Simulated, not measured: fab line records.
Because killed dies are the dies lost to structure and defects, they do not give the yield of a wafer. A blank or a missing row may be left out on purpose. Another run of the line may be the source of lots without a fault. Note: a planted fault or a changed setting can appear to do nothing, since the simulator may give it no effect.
fab line records	flow n5-finfet
record: lots: 7	wafers: 39
route steps=1938 shown BEOL_M11@1536 BEOL_M15@1809 TV_LITHO@1881
start-h: hours from the record's opening day to when the first of the lot's shown wafers began	wait-h: hours elapsed since this lot's preceding step	" repeats the value in the row above	L1.1+2: a single row standing in for several wafers	- value missing, or start not given	* or withheld: withheld	< > ~ a bound
route shown NAME@n: NAME is a module with steps in the file, n the number in the route of the first one	usual: the fault-free wafers' mean and standard deviation	same: alike in all rows	chamber/n: place in a boat	sites: the reading at each site	_std_site: their standard deviation	_edge_site: outer sites' mean less inner sites'	radius-mm: for every site, how far away it sits from the centre of the wafer	mask NAME#n: copy n	behind: the tool/chamber that last shaped the wafer	hold: what put the lot on hold/how long, in hours/how the hold closed	device: transistor that didn't switch, given as n, p or np	end of line: tests run on the same wafers once the route is complete	a step given without rows: its recipe and nothing more	killed: dies lost to structure and defects at the first sort, not the wafer's yield	map: the dies of a wafer, with x for killed, . for not killed, _ for no die there
set.NAME: the setting the step ran with; set.NAME@STEP: the setting that earlier step ran with	model.NAME: the simulator's own value behind a step, which no gauge read
lots with deliberately changed settings; one table per step, one row per wafer
== steps ==
step: N5_BEOL_M11_ILD_DEP_00
recipe: material: SiCOH_lowk	target-thk-a: 3085.1	temp-c: 300	precursor: DEMS/porogen	pressure-torr: 5	rf-w: 500	time-s: 58
lot.wafer	tool	chamber	start-h	wait-h	set.target-thk-a	model.SiCOH_lowk_of_BEOL_M11_ILD_DEP_00.thk-nm
L075.2	pecvd-04	2	250.54	0.0	3085.1	303.8
L075.3	"	1	"	"	3085.1	306.2
L075.4	"	0	"	"	3085.1	310.2
L078.1	pecvd-04	0	289.03	0.0	3085.1	309.4
L078.2	"	2	"	"	2418	239.2
L078.3	"	1	"	"	3085.1	307.6
L078.4	"	0	"	"	2418	248.8
L078.5	"	1	"	"	3085.1	306.4
L078.6	"	2	"	"	2418	246
L085.1	pecvd-04	0	327.62	0.0	4619	456.2
L085.2	"	2	"	"	3085.1	304
L085.3	"	1	"	"	3085.1	310.8
L085.4	"	2	"	"	4619	465.6
L085.5	"	0	"	"	3085.1	313.2
L085.6	"	1	"	"	4619	469.2
L087.1	pecvd-04	0	330.98	0.0	3085.1	305.6
L087.2	"	2	"	"	1520	147.4
L087.3	"	1	"	"	1520	151.6
L087.4	"	1	"	"	3085.1	308.2
L087.5	"	2	"	"	1520	145.8
L087.6	"	0	"	"	3085.1	308
L092.1	pecvd-01	1	367.49	0.0	2144	212
L092.2	"	0	"	"	2144	219.2
L092.3	"	2	"	"	3085.1	307.2
L092.4	"	2	"	"	2144	219
L092.5	"	1	"	"	3085.1	311
L092.6	"	0	"	"	3085.1	315.4
L097.1	pecvd-04	0	377.81	0.0	4866	489.2
L097.2	"	1	"	"	3085.1	302.2
L097.3	"	2	"	"	4866	484
L097.4	"	1	"	"	4866	490.4
L097.5	"	2	"	"	3085.1	313.2
L097.6	"	0	"	"	3085.1	317
L094.1	pecvd-04	2	387.50	0.0	3085.1	309.6
L094.2	"	0	"	"	3085.1	313.6
L094.3	"	2	"	"	3085.1	314.2
L094.4	"	0	"	"	3085.1	316
L094.5	"	0	"	"	3085.1	320.6
L094.6	"	2	"	"	3085.1	315.4
step: N5_BEOL_M11_CURE_71
recipe: temp-c: 385	time-s: 240	ambient: He/Ar	material: SiCOH_lowk
lot.wafer	tool	chamber	start-h	wait-h	set.target-thk-a@BEOL_M11_ILD_DEP_00	model.SiCOH_lowk_of_BEOL_M11_ILD_DEP_00.thk-nm
L075.2	uv-cure-03	0	250.70	0.1	3085.1	263.8
L075.3	"	0	"	"	3085.1	265.8
L075.4	"	0	"	"	3085.1	269.4
L078.1	uv-cure-03	0	289.11	0.0	3085.1	268.8
L078.2	"	0	"	"	2418	207
L078.3	"	0	"	"	3085.1	267.2
L078.4	"	0	"	"	2418	215.4
L078.5	"	0	"	"	3085.1	266.2
L078.6	"	0	"	"	2418	213
L085.1	uv-cure-01	1	327.70	0.0	4619	399.6
L085.2	"	1	"	"	3085.1	264
L085.3	"	1	"	"	3085.1	270
L085.4	"	1	"	"	4619	408
L085.5	"	1	"	"	3085.1	272.2
L085.6	"	1	"	"	4619	411.2
L087.1	uv-cure-03	2	331.06	0.0	3085.1	265.4
L087.2	"	2	"	"	1520	126.8
L087.3	"	2	"	"	1520	130.4
L087.4	"	2	"	"	3085.1	267.8
L087.5	"	2	"	"	1520	125.4
L087.6	"	2	"	"	3085.1	267.6
L092.1	uv-cure-03	2	367.57	0.0	2144	183
L092.2+4	"	2	"	"	2144	189.4
L092.3	"	2	"	"	3085.1	266.8
L092.5	"	2	"	"	3085.1	270.2
L092.6	"	2	"	"	3085.1	274
L097.1	uv-cure-02	2	377.90	0.1	4866	429.2
L097.2	"	2	"	"	3085.1	262.4
L097.3	"	2	"	"	4866	424.6
L097.4	"	2	"	"	4866	430.2
L097.5	"	2	"	"	3085.1	272.2
L097.6	"	2	"	"	3085.1	275.6
L094.1	uv-cure-01	0	387.60	0.1	3085.1	269
L094.2	"	0	"	"	3085.1	272.6
L094.3	"	0	"	"	3085.1	273
L094.4	"	0	"	"	3085.1	274.6
L094.5	"	0	"	"	3085.1	278.8
L094.6	"	0	"	"	3085.1	274
step: N5_BEOL_M11_THK_MEAS_01
recipe: reads: SiCOH_lowk_of_BEOL_M11_ILD_DEP_00
usual: M11_ILD_THK: 268/3.4
lot.wafer	tool	chamber	start-h	wait-h	set.target-thk-a@BEOL_M11_ILD_DEP_00	M11_ILD_THK[nm]
L075.2	film-metro-01	-	251.14	0.4	3085.1	264
L075.3	"	-	"	"	3085.1	266
L075.4	"	-	"	"	3085.1	269
L078.1	film-metro-02	-	289.62	0.4	3085.1	268
L078.2	"	-	"	"	2418	207
L078.3	"	-	"	"	3085.1	267
L078.4	"	-	"	"	2418	215
L078.5	"	-	"	"	3085.1	266
L078.6	"	-	"	"	2418	213
L085.1	film-metro-01	-	328.21	0.4	4619	400
L085.2	"	-	"	"	3085.1	264
L085.3	"	-	"	"	3085.1	270
L085.4	"	-	"	"	4619	407
L085.5	"	-	"	"	3085.1	272
L085.6	"	-	"	"	4619	411
L087.1	film-metro-01	-	332.05	0.8	3085.1	265
L087.2	"	-	"	"	1520	127
L087.3	"	-	"	"	1520	130
L087.4	"	-	"	"	3085.1	268
L087.5	"	-	"	"	1520	125
L087.6	"	-	"	"	3085.1	268
L092.1	film-metro-01	-	368.08	0.4	2144	183
L092.2	"	-	"	"	2144	190
L092.3	"	-	"	"	3085.1	267
L092.4	"	-	"	"	2144	189
L092.5	"	-	"	"	3085.1	270
L092.6	"	-	"	"	3085.1	274
L097.1	film-metro-01	-	378.41	0.4	4866	429
L097.2	"	-	"	"	3085.1	262
L097.3	"	-	"	"	4866	425
L097.4	"	-	"	"	4866	430
L097.5	"	-	"	"	3085.1	272
L097.6	"	-	"	"	3085.1	276
L094.1	film-metro-01	-	388.13	0.4	3085.1	269
L094.2	"	-	"	"	3085.1	272
L094.3	"	-	"	"	3085.1	273
L094.4	"	-	"	"	3085.1	275
L094.5	"	-	"	"	3085.1	279
L094.6	"	-	"	"	3085.1	274
step: N5_BEOL_M15_TRENCH_ETCH_34
recipe: chemistry: C4F8/O2/Ar	target: SiO2	target-depth-a: 8729.3	he-inner-torr: 15	he-outer-torr: 30	time-s: 199	ion-energy-ev: 800	pressure-mtorr: 20	source-w: 1905	bias-w: 2040	Ar_flow_sccm: 400	C4F8_flow_sccm: 16	O2_flow_sccm: 12
lot.wafer	tool	chamber	start-h	wait-h	set.target-depth-a	model.etch.depth-nm	model.coat_of_BEOL_M15_COAT_22.thk-nm
L075.2	rie-diel-04	3	279.24	0.0	8729.3	901	528.2
L075.3	"	0	"	"	8729.3	865.3	544.6
L075.4	"	1	"	"	8729.3	902.3	529.8
L078.1	rie-diel-06	3	317.85	0.0	12090	1175	488.2
L078.2	"	0	"	"	12090	1184	486.8
L078.3	"	2	"	"	8729.3	861.5	549.6
L078.4	"	1	"	"	8729.3	888.8	542.2
L078.5	"	3	"	"	12090	1181	487
L078.6	"	0	"	"	8729.3	859.2	551.6
L085.1	rie-diel-04	3	357.37	0.0	8729.3	890.9	531.8
L085.2	"	0	"	"	8729.3	888.5	540.4
L085.3	"	1	"	"	8729.3	920.3	530
L085.4	"	1	"	"	8729.3	913.2	532.2
L085.5	"	3	"	"	8729.3	886.1	533.4
L085.6	"	0	"	"	8729.3	884.4	543.4
L087.1	rie-diel-06	1	364.16	0.0	8729.3	876.2	543.6
L087.2	"	3	"	"	8729.3	834.1	552.2
L087.3	"	2	"	"	8729.3	867.3	543.4
L087.4	"	0	"	"	8729.3	853.2	547
L087.5	"	3	"	"	8729.3	841.9	550.6
L087.6	"	0	"	"	8729.3	860.3	547.8
L092.1	rie-diel-01	0	404.40	0.0	8729.3	876.2	541.2
L092.2	"	2	"	"	13630	1431	431.4
L092.3	"	3	"	"	13630	1418	433.8
L092.4	"	0	"	"	8729.3	873.1	540
L092.5	"	3	"	"	13630	1406	436
L092.6	"	2	"	"	8729.3	915.9	529
L097.1	rie-diel-01	3	406.76	0.0	4840	495	612.2
L097.2	"	2	"	"	8729.3	910.2	527.6
L097.3	"	0	"	"	4840	484.9	614.4
L097.4	"	3	"	"	8729.3	897.1	533.8
L097.5	"	0	"	"	8729.3	872.8	540
L097.6	"	2	"	"	4840	500.7	609.8
L094.1	rie-diel-04	3	417.12	0.0	7376	746.4	559.4
L094.2	"	2	"	"	7376	758.6	558.8
L094.3	"	1	"	"	8729.3	895.8	535.4
L094.4	"	0	"	"	8729.3	863.7	546.6
L094.5	"	0	"	"	7376	740.8	570.8
L094.6	"	1	"	"	8729.3	897.4	536
step: N5_BEOL_M15_STRIP_36
recipe: chemistry: O2	power-w: 600	temp-c: 60	pressure-mtorr: 30	rf-frequency-hz: 6e+07	bias-power-w: 0	overash-fraction: 0.3	o2-flow-sccm: 225
step: N5_BEOL_M15_ECD_47
recipe: material: Cu	target-thk-a: 18600
step: N5_BEOL_M15_ANNEAL_48
recipe: temp-c: 225	time-s: 90	ambient: N2
step: N5_BEOL_M15_CMP_49
recipe: stop-on: SiO2	t-overpolish-s: 4.9	down-force-psi: 2	platen-rpm: 80	clearing-platen-down-force-psi: 2	clearing-platen-rpm: 80	post-cmp-clean: cu-alkaline	target-thk-nm: 850	clearing-platen-pad-velocity-m-s: 1.5917	pad-velocity-m-s: 1.5917
lot.wafer	tool	chamber	start-h	wait-h	set.target-depth-a@BEOL_M15_TRENCH_ETCH_34	model.Cu_of_BEOL_M15_ECD_47.thk-nm
L075.4	cmp-02	1	280.99	0.2	8729.3	881.8
L075.3	"	2	"	"	8729.3	843.6
L075.2	"	3	"	"	8729.3	876
L078.1	cmp-01	2	320.61	0.3	12090	1152
L078.3	"	3	"	"	8729.3	838.2
L078.2	"	0	"	"	12090	1161
L078.4	"	1	"	"	8729.3	867.2
L078.6	"	2	"	"	8729.3	836.4
L078.5	"	3	"	"	12090	1155
L085.1	cmp-02	1	360.17	0.3	8729.3	869.4
L085.4	"	2	"	"	8729.3	890.8
L085.3	"	3	"	"	8729.3	896.2
L085.2	"	0	"	"	8729.3	865
L085.6	"	1	"	"	8729.3	864.4
L085.5	"	2	"	"	8729.3	863
L087.2	cmp-02	3	366.74	0.2	8729.3	808.6
L087.1	"	0	"	"	8729.3	853.2
L087.4	"	1	"	"	8729.3	833.2
L087.3	"	2	"	"	8729.3	846.2
L087.6	"	3	"	"	8729.3	835.8
L087.5	"	0	"	"	8729.3	818.6
L092.2	cmp-02	3	414.47	0.2	13630	1407
L092.1+4	"	0,1	"	"	8729.3	853.2
L092.3	"	2	"	"	13630	1396
L092.5	"	3	"	"	13630	1383
L092.6	"	0	"	"	8729.3	892.2
L097.4	cmp-01	1	417.48	0.1	8729.3	875.2
L097.1	"	2	"	"	4840	472.6
L097.2	"	3	"	"	8729.3	886
L097.3	"	0	"	"	4840	461.6
L097.5	"	1	"	"	8729.3	850.2
L097.6	"	2	"	"	4840	479
L094.4	cmp-02	2	422.06	0.1	8729.3	841
L094.2	"	3	"	"	7376	734.6
L094.1	"	0	"	"	7376	724.2
L094.3	"	1	"	"	8729.3	874.6
L094.6	"	2	"	"	8729.3	875
L094.5	"	3	"	"	7376	717.4
step: N5_BEOL_M15_THK_MEAS_50
recipe: thk-meas-gauge: xrf	reads: Cu_of_BEOL_M15_ECD_47
usual: M15_THK: 831/21
lot.wafer	tool	chamber	start-h	wait-h	set.target-depth-a@BEOL_M15_TRENCH_ETCH_34	M15_THK[nm]
L075.2	film-metro-02	-	281.24	-	8729.3	850
L075.3	"	-	"	"	8729.3	819
L075.4	"	-	"	"	8729.3	853
L078.1	film-metro-02	-	320.91	-	12090	1120
L078.2	"	-	"	"	12090	1134
L078.3	"	-	"	"	8729.3	817
L078.4	"	-	"	"	8729.3	850
L078.5	"	-	"	"	12090	1127
L078.6	"	-	"	"	8729.3	818
L085.1	film-metro-01	-	360.46	-	8729.3	853
L085.2	"	-	"	"	8729.3	849
L085.3	"	-	"	"	8729.3	878
L085.4	"	-	"	"	8729.3	872
L085.5	"	-	"	"	8729.3	845
L085.6	"	-	"	"	8729.3	846
L087.1	film-metro-01	-	367.03	-	8729.3	828
L087.2	"	-	"	"	8729.3	781
L087.3	"	-	"	"	8729.3	816
L087.4	"	-	"	"	8729.3	804
L087.5	"	-	"	"	8729.3	792
L087.6	"	-	"	"	8729.3	806
L092.1	film-metro-02	-	414.76	-	8729.3	823
L092.2	"	-	"	"	13630	1340
L092.3	"	-	"	"	13630	1337
L092.4	"	-	"	"	8729.3	825
L092.5	"	-	"	"	13630	1324
L092.6	"	-	"	"	8729.3	858
L097.1	film-metro-02	-	417.77	-	4840	451
L097.2	"	-	"	"	8729.3	846
L097.3	"	-	"	"	4840	440
L097.4	"	-	"	"	8729.3	835
L097.5	"	-	"	"	8729.3	809
L097.6	"	-	"	"	4840	460
L094.1	film-metro-02	-	422.35	-	7376	703
L094.2	"	-	"	"	7376	712
L094.3	"	-	"	"	8729.3	846
L094.4	"	-	"	"	8729.3	816
L094.5	"	-	"	"	7376	696
L094.6	"	-	"	"	8729.3	847
step: N5_BEOL_M15_PRE_CLEAN_52
recipe: gas: NH3	time-s: 15	temp-c: withheld	rf-power-w: 300
step: N5_BEOL_M15_DEP_53
recipe: material: SiCN	target-thk-a: 500	temp-c: withheld	precursor: 3MS/NH3	pressure-torr: 3	rf-w: 675	time-s: 17.8
step: N5_BEOL_M15_RS_MEAS_54
recipe: thk-meas-gauge: four-point-probe	reads: Cu_of_BEOL_M15_ECD_47+Ta_of_BEOL_M15_SPUTTER_44+TaN_of_BEOL_M15_SPUTTER_43
usual: M15_RS: 0.0213/0.00053
lot.wafer	tool	chamber	start-h	wait-h	set.target-depth-a@BEOL_M15_TRENCH_ETCH_34	M15_RS[ohm/sq]
L075.2	film-metro-01	-	281.40	0.1	8729.3	0.0209
L075.3	"	-	"	"	8729.3	0.0218
L075.4	"	-	"	"	8729.3	0.0207
L078.1	film-metro-01	-	321.04	0.0	12090	0.0158
L078.2	"	-	"	"	12090	0.0157
L078.3	"	-	"	"	8729.3	0.0219
L078.4	"	-	"	"	8729.3	0.0211
L078.5	"	-	"	"	12090	0.0158
L078.6	"	-	"	"	8729.3	0.0219
L085.1	film-metro-01	-	360.59	0.0	8729.3	0.0210
L085.2	"	-	"	"	8729.3	0.0212
L085.3	"	-	"	"	8729.3	0.0204
L085.4	"	-	"	"	8729.3	0.0206
L085.5	"	-	"	"	8729.3	0.0212
L085.6	"	-	"	"	8729.3	0.0211
L087.1	film-metro-01	-	367.16	0.0	8729.3	0.0214
L087.2	"	-	"	"	8729.3	0.0226
L087.3	"	-	"	"	8729.3	0.0216
L087.4	"	-	"	"	8729.3	0.0219
L087.5	"	-	"	"	8729.3	0.0224
L087.6	"	-	"	"	8729.3	0.0219
L092.1	film-metro-01	-	414.91	0.0	8729.3	0.0214
L092.2	"	-	"	"	13630	0.0129
L092.3	"	-	"	"	13630	0.0130
L092.4	"	-	"	"	8729.3	0.0214
L092.5	"	-	"	"	13630	0.0131
L092.6	"	-	"	"	8729.3	0.0205
L097.1	film-metro-02	-	417.90	0.0	4840	0.0393
L097.2	"	-	"	"	8729.3	0.0207
L097.3	"	-	"	"	4840	0.0403
L097.4	"	-	"	"	8729.3	0.0209
L097.5	"	-	"	"	8729.3	0.0215
L097.6	"	-	"	"	4840	0.0387
L094.1	film-metro-02	-	422.48	0.0	7376	0.0254
L094.2	"	-	"	"	7376	0.0250
L094.3	"	-	"	"	8729.3	0.0209
L094.4	"	-	"	"	8729.3	0.0217
L094.5	"	-	"	"	7376	0.0256
L094.6	"	-	"	"	8729.3	0.0209
step: N5_PASSIVATION_DEVELOP_09
recipe: develop-time-s: 60	rinse-liquid: diw	dry: air-spin	dev-temp-c: 21
lot.wafer	tool	chamber	start-h	wait-h	set.develop-time-s
L075.2+3+4	litho-track-05	0	-	-	60
L078.1+4+5	litho-track-03	0	-	-	24.01
L078.2+3+6	"	0	"	"	60
L085.1+3+4	litho-track-01	0	-	-	86.83
L085.2+5+6	"	0	"	"	60
L087.1+4+5	litho-track-03	0	-	-	73.51
L087.2+3+6	"	0	"	"	60
L092.1+2+3+4+5+6	litho-track-03	0	-	-	60
L094.1+4+5	litho-track-01	0	-	-	88.26
L094.2+3+6	"	0	"	"	60
L097.1+2+4	litho-track-03	0	-	-	32.04
L097.3+5+6	"	0	"	"	60
step: N5_PASSIVATION_HARDBAKE_11
recipe: temp-c: 130	time-s: 120
step: N5_PASSIVATION_CD_MEAS_10
recipe: target-cd-nm: 3000	landing-energy-ev: 500	detector: se-inlens
usual: cd-nm: 3000/3.2
lot.wafer	tool	chamber	start-h	wait-h	set.develop-time-s@PASSIVATION_DEVELOP_09	cd-nm
L075.2	cd-sem-03	0	288.05	-	60	2999
L075.3	"	0	"	"	60	2995
L075.4	"	0	"	"	60	3002
L078.1	cd-sem-01	0	327.37	-	24.01	2978
L078.2	"	0	"	"	60	2997
L078.3	"	0	"	"	60	2999
L078.4	"	0	"	"	24.01	2977
L078.5	"	0	"	"	24.01	2972
L078.6	"	0	"	"	60	2996
L085.1	cd-sem-01	0	366.70	-	86.83	3012
L085.2	"	0	"	"	60	2999
L085.3	"	0	"	"	86.83	3012
L085.4	"	0	"	"	86.83	3011
L085.5	"	0	"	"	60	3002
L085.6	"	0	"	"	60	3000
L087.1	cd-sem-01	0	377.78	-	73.51	2996
L087.2	"	0	"	"	60	2996
L087.3	"	0	"	"	60	2995
L087.4	"	0	"	"	73.51	3000
L087.5	"	0	"	"	73.51	3004
L087.6	"	0	"	"	60	2994
L092.1	cd-sem-01	0	424.22	-	60	3001
L092.2	"	0	"	"	60	2997
L092.3	"	0	"	"	60	2999
L092.4	"	0	"	"	60	2999
L092.5	"	0	"	"	60	2996
L092.6	"	0	"	"	60	2998
L094.1	cd-sem-01	0	429.10	-	88.26	3014
L094.2	"	0	"	"	60	3000
L094.3	"	0	"	"	60	3004
L094.4	"	0	"	"	88.26	3014
L094.5	"	0	"	"	88.26	3011
L094.6	"	0	"	"	60	3004
L097.1	cd-sem-02	0	429.65	-	32.04	2982
L097.2	"	0	"	"	32.04	2983
L097.3	"	0	"	"	60	2998
L097.4	"	0	"	"	32.04	2980
L097.5	"	0	"	"	60	2995
L097.6	"	0	"	"	60	2994
step: N5_PASSIVATION_DESCUM_12
recipe: chemistry: O2	time-s: 7.9	source-power-w: 50	bias-power-w: 20	pressure-mtorr: 20	rf-frequency-hz: 2.712e+07	temp-c: 40	o2-flow-sccm: 225
lot.wafer	tool	chamber	start-h	wait-h	set.develop-time-s@PASSIVATION_DEVELOP_09	model.TV_LITHO.cd-nm
L075.2	rie-diel-06	2	288.78	0.7	60	3000
L075.3	"	3	"	"	60	2995
L075.4	"	3	"	"	60	3002
L078.1+4	rie-diel-04	0,3	327.46	0.0	24.01	2977
L078.2	"	1	"	"	60	2997
L078.3	"	3	"	"	60	2998
L078.5	"	1	"	"	24.01	2972
L078.6	"	0	"	"	60	2996
L085.1+4	rie-diel-01	3,1	366.79	0.0	86.83	3011
L085.2	"	2	"	"	60	2999
L085.3	"	0	"	"	86.83	3012
L085.5	"	3	"	"	60	3002
L085.6	"	0	"	"	60	3000
L087.1	rie-diel-04	1	377.96	0.1	73.51	2996
L087.2	"	0	"	"	60	2996
L087.3+6	"	3,0	"	"	60	2994
L087.4	"	3	"	"	73.51	3000
L087.5	"	1	"	"	73.51	3004
L092.1	rie-diel-06	1	424.31	0.0	60	3001
L092.2	"	3	"	"	60	2997
L092.3+4	"	2,3	"	"	60	2999
L092.5	"	1	"	"	60	2996
L092.6	"	2	"	"	60	2998
L094.1+4	rie-diel-06	2	429.21	0.1	88.26	3014
L094.2	"	1	"	"	60	3001
L094.3+6	"	3,1	"	"	60	3004
L094.5	"	3	"	"	88.26	3011
L097.1	rie-diel-04	1	429.74	0.0	32.04	2982
L097.2	"	2	"	"	32.04	2983
L097.3	"	0	"	"	60	2998
L097.4	"	3	"	"	32.04	2980
L097.5	"	3	"	"	60	2995
L097.6	"	0	"	"	60	2994
== key ==
split: step: N5_BEOL_M11_ILD_DEP_00	setting: target-thk-a	stated: 3085.1	by: wafer
response: step: N5_BEOL_M11_ILD_DEP_00	reading: model.SiCOH_lowk_of_BEOL_M11_ILD_DEP_00.thk-nm	change: +3.09	per: 1%	r: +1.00
response: step: N5_BEOL_M11_CURE_71	reading: model.SiCOH_lowk_of_BEOL_M11_ILD_DEP_00.thk-nm	change: +2.74	per: 1%	r: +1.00
response: step: N5_BEOL_M11_THK_MEAS_01	reading: M11_ILD_THK	change: +2.73	per: 1%	r: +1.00
split: step: N5_BEOL_M15_TRENCH_ETCH_34	setting: target-depth-a	stated: 8729.3	by: wafer
response: step: N5_BEOL_M15_TRENCH_ETCH_34	reading: model.etch.depth-nm	change: +8.99	per: 1%	r: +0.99
response: step: N5_BEOL_M15_TRENCH_ETCH_34	reading: model.coat_of_BEOL_M15_COAT_22.thk-nm	change: -1.74	per: 1%	r: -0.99
response: step: N5_BEOL_M15_CMP_49	reading: model.Cu_of_BEOL_M15_ECD_47.thk-nm	change: +8.97	per: 1%	r: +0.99
response: step: N5_BEOL_M15_THK_MEAS_50	reading: M15_THK	change: +8.52	per: 1%	r: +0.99
response: step: N5_BEOL_M15_RS_MEAS_54	reading: M15_RS	shape: bent	at-lowest: 0.0394	at-stated: 0.0213	at-highest: 0.0130
split: step: N5_PASSIVATION_DEVELOP_09	setting: develop-time-s	stated: 60	by: wafer
response: step: N5_PASSIVATION_CD_MEAS_10	reading: cd-nm	change: +0.291	per: 1%	r: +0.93
response: step: N5_PASSIVATION_DESCUM_12	reading: model.TV_LITHO.cd-nm	change: +0.29	per: 1%	r: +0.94
